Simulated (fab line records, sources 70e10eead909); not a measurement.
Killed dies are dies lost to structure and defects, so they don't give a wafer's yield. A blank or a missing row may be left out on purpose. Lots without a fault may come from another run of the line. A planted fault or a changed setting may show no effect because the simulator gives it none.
A struck lot beside a sound one | flow nand_harc | 14 steps out of a route of 1302
Sound: wafers L897.3, L897.4, L897.5. Struck: wafers L911.1, L911.5, L911.6. The cause comes at the end.
At each step with rows: each side's tool, then ch and its chambers, then its first start. Under that, the readings that differ: sound wafers | struck wafers | difference of the means | sigmas: that difference in standard deviations of wafers without a fault.
alike: readings whose means differ by less than 2 such deviations, and words and numbers that are the same on both sides. not compared: withheld readings, readings that some wafer has no value for, bounds like >300 that may hide the same value, and numbers for which the record gives no deviation and whose values overlap.
The two part at a step that has a row with sigmas, a row that says differs or no value, or rows on one side only. Numbers that don't overlap but have no deviation are shown without sigmas and don't part them. A reading that every wafer of one side lacks parts them only if that side has two wafers or more.

first, 7 steps without rows for these wafers: NHARC_A_BONDPAD_COAT_33 (time 65 s); NHARC_A_BONDPAD_COAT_03 (resist thk 600 nm); NHARC_A_BONDPAD_SOFTBAKE_04 (time 70 s); NHARC_A_BONDPAD_EBR_05; NHARC_A_BONDPAD_EXPOSE_06 (exposes mask A BPAD); NHARC_A_BONDPAD_PEB_07 (peb time 80 s); NHARC_A_BONDPAD_DEVELOP_08 (time 50 s).
NHARC_A_BONDPAD_CD_MEAS_09: target cd 500 nm.
  sound on cd_sem-03 ch 0, day 25 18:35; struck on cd_sem-02 ch 0, day 31 09:13
  alike: cd_nm
NHARC_A_BONDPAD_OVL_MEAS_35:
  sound on overlay-02, day 25 18:41; struck on overlay-01, day 31 09:18
  alike: overlay_x_nm, overlay_y_nm
then, 1 step without rows for these wafers: NHARC_A_BONDPAD_HARDBAKE_10 (time 65 s).
NHARC_A_BONDPAD_DESCUM_11: chemistry O2, time 3 s.
  sound on rie_diel-11 ch 2,3, day 25 18:48; struck on rie_diel-11 ch 0,1,2, day 31 09:26
  alike: drypump_motor_current_A, oes_product_au, rf_vpp_V, showerhead_plenum_p_Torr, throttle_valve_pct
  not compared: rf_hours_counter_h
NHARC_A_BONDPAD_ETCH_34: etches the open film in N2/H2, target depth 60 nm, overetch 18 nm, time 65.91 s.
  sound on rie_diel-11 ch 0,1,3, day 25 18:53; struck on rie_diel-11 ch 0,1,3, day 31 09:31
  alike: drypump_motor_current_A, h2_flow_sccm, n2_flow_sccm, oes_product_au, rf_fwd_power_W, rf_vpp_V, showerhead_plenum_p_Torr, throttle_valve_pct
  not compared: rf_hours_counter_h
NHARC_A_BONDPAD_ETCH_12: etches the open film in CHF3/O2, target depth 220 nm, time 110 s.
  sound on rie_diel-11 ch 1,2,3, day 25 18:59; struck on rie_diel-11 ch 2,3, day 31 09:36
  reading               | sound             | struck            | difference | sigmas
  oes_product_au (a.u.) | 0.945 0.965 0.930 | 0.736 0.724 0.728 | -0.217     | -9
  rf_fwd_power_W (W)    | 496.9 498.0 495.3 | 294.2 296.5 297.7 | -200.6     | -99 or more
  alike: chf3_flow_sccm, drypump_motor_current_A, rf_vpp_V, showerhead_plenum_p_Torr, throttle_valve_pct
  not compared: rf_hours_counter_h
NHARC_A_BONDPAD_CD_MEAS_13:
  sound on cd_sem-03, day 25 19:07; struck on cd_sem-02, day 31 09:44
  reading    | sound             | struck            | difference | sigmas
  cd_nm (nm) | 502.1 497.1 496.9 | 493.7 493.4 493.4 | -5.2       | -2

WHERE THEY PART
First at NHARC_A_BONDPAD_ETCH_12; last, within this record, at NHARC_A_BONDPAD_CD_MEAS_13.

WHY: what the simulator had put in
Process parameter drift: rie_diel-11, from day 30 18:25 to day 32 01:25, at NHARC_A_BONDPAD_ETCH_12. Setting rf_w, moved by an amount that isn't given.
